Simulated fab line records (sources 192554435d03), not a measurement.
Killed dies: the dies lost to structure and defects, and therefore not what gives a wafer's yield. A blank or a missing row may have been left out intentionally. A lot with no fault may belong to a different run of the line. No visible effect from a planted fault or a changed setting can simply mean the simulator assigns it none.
Code-filled problem report in 8D (eight disciplines) form    flow n5-finfet    the parts of the form that need people (team, actions taken, sign-off) are left out

== 1. THE PROBLEM ==
killed_at_M4_up at N5_PASSIVATION_PROBE_49 reads a mean of 762 on 6 wafers of 2 lots; wafers without a fault read 13 with a standard deviation of 5.4. So: +99 or more standard deviations from the usual mean.
First observed at day 15 11:59: wafer L296.1, on prober-01. The record has a number at this step for 12 wafers belonging to 4 lots. The rule behind "out" and "out of limits": a value lying over 4 standard deviations away from the usual mean. Any other wafer with a number is counted as sound.

== 2. WHAT IT IS; WHAT IT IS NOT ==
question                     is                                                                                                                                      is not
which readings at this step  killed_at_M4_up, defect-limited-yield, killed-dies, killed-on-rim, sort_bin_5_function, sort_bin_6_memory, sort-n-pass, sort-yield-pct  killed_at_M0_to_M3, killed-at-contacts, killed-at-front-end, killed-at-other, killed-short
which lots                   L296, L300                                                                                                                              L285, L286
which wafers of those lots   all that have a number                                                                                                                  -
read on which tools          prober-01, prober-02                                                                                                                    -
when                         from day 15 11:59                                                                                                                       up to then (6 sound wafers)

== 3. WHAT RULES OUT EACH SUSPECT ==
Counting: a tool at a process step up to the reading stays a suspect if it ran every lot that is out and no sound lot after the first of them.
- ecd-cu-02 at N5_BEOL_M6_ECD_50 (material Cu, target thk 300 nm): kept. It processed each lot that is out, first L296 at day 12 00:41, and no sound lot thereafter; up to then, the last sound lot it processed was L286 at day 9 11:59.
Remaining after the count: ecd-cu-02 at N5_BEOL_M6_ECD_50.

== 4. THE CAUSE (what the simulator had put in) ==
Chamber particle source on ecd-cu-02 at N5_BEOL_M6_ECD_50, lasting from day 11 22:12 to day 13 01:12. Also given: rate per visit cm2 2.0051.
Only this tool survived the counting.

== 5. THE EFFECT CHAIN, in route order ==
Rows list readings where the struck wafers' mean (over those with a number) sits beyond 3 standard deviations from the usual. Scope: only readings with a usual standard deviation given in the record; hours: median across lots of the time from each lot's start at the first step in this table that gives one to its start at this step; sigmas: change in usual standard deviations.
hours  step                     reading               usual   on struck wafers  change  sigmas
0      N5_PASSIVATION_PROBE_49  defect-limited-yield  91.0 %  30.1              -60.9   -44
0      N5_PASSIVATION_PROBE_49  killed_at_M4_up       13      762               +749    +99 or more
0      N5_PASSIVATION_PROBE_49  killed-dies           106     825               +719    +42
0      N5_PASSIVATION_PROBE_49  killed-on-rim         14      104               +90     +23
0      N5_PASSIVATION_PROBE_49  sort_bin_5_function   5.2 %   46.1              +40.9   +41
0      N5_PASSIVATION_PROBE_49  sort_bin_6_memory     3.4 %   18.1              +14.7   +23
0      N5_PASSIVATION_PROBE_49  sort-n-pass           1074    355               -719    -40
0      N5_PASSIVATION_PROBE_49  sort-yield-pct        91.0 %  30.1              -60.9   -38
It contains these process steps:
- N5_PASSIVATION_PROBE_49

== 6. WHAT WOULD HAVE CAUGHT IT SOONER ==
The fault began at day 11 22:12; the first out-of-limits reading in this record came at day 15 11:59, 86 hours later.
By day 15 11:59, every lot that is out (2) had started N5_BEOL_M6_ECD_50 on ecd-cu-02. None of them would have been spared by holding the tool at that moment.
